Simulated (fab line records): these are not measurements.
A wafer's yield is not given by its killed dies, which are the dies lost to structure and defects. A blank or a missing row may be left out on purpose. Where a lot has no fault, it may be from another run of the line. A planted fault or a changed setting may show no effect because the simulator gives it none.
Matching of chambers | flow nandHarc | NHARC_A_WL_FILL_CMP_12 on cmp-04 has 4 sister chambers
The step polishes, t overpolish 30 s, target thk 75 nm. 8 wafers are shown with their chamber, then 12 later ones without.

WAFERS WITH THEIR CHAMBER
wafer  | chamber | motorCurrentA (A) | timeToEndpointS (s)
L084.3 | 2       | 10.3              | 16.2
L088.6 | 3       | 12.3              | 15.8
L086.2 | 2       | 10.9              | 15.1
L086.3 | 0       | 12.2              | 13.3
L086.5 | 3       | 11.9              | 16.2
L087.3 | 0       | 13.0              | 12.2
L087.4 | 1       | 12.5              | 13.2
L087.5 | 1       | 12.4              | 13.6

WAFERS WHOSE CHAMBER IS MISSING
wafer  | motorCurrentA (A) | timeToEndpointS (s)
L093.1 | 11.5              | 18.7
L093.3 | 13.4              | 14.3
L093.5 | 11.0              | 15.8
L091.1 | 11.9              | 14.2
L091.2 | 13.3              | 14.5
L091.5 | 10.5              | 13.6
L095.1 | 13.4              | 12.5
L095.2 | 12.7              | 16.7
L095.5 | 13.0              | 14.6
L097.2 | 13.0              | 13.3
L097.3 | 12.6              | 9.4
L097.6 | 12.9              | 14.2

CHAMBER TAKEN BY EACH
wafer  | from the rows above          | in truth
L093.1 | can't be placed: 3 or 2      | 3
L093.3 | can't be placed: 1 or 0 or 3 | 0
L093.5 | can't be placed: 2 or 3      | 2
L091.1 | can't be placed: 1 or 0 or 3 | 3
L091.2 | can't be placed: 1 or 0 or 3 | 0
L091.5 | can't be placed: 2 or 1      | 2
L095.1 | can't be placed: 0 or 1      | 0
L095.2 | 3                            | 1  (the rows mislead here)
L095.5 | can't be placed: 1 or 0 or 3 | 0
L097.2 | can't be placed: 0 or 1      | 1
L097.3 | can't be placed: 0 or 1      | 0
L097.6 | can't be placed: 1 or 0 or 3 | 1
Correctly placed: 0 of 12. Cannot be placed on the basis of these rows: 11; the candidates contain the true chamber in 11. Wrongly placed: 1.
How it was worked out, from the rows above alone: a wafer's distance from a chamber is the root of the sum, over the readings, of the square of ((its reading less the chamber's mean) divided by the reading's scatter). If the next closest chamber is less than 2 further off than the closest, the wafer can't be placed; otherwise it belongs to the closest. The mean given for a chamber averages the wafers shown for that chamber. The scatter is the square root of a quotient: the sum, over the shown wafers, of each reading's squared deviation from its chamber's mean, divided by wafers minus chambers.
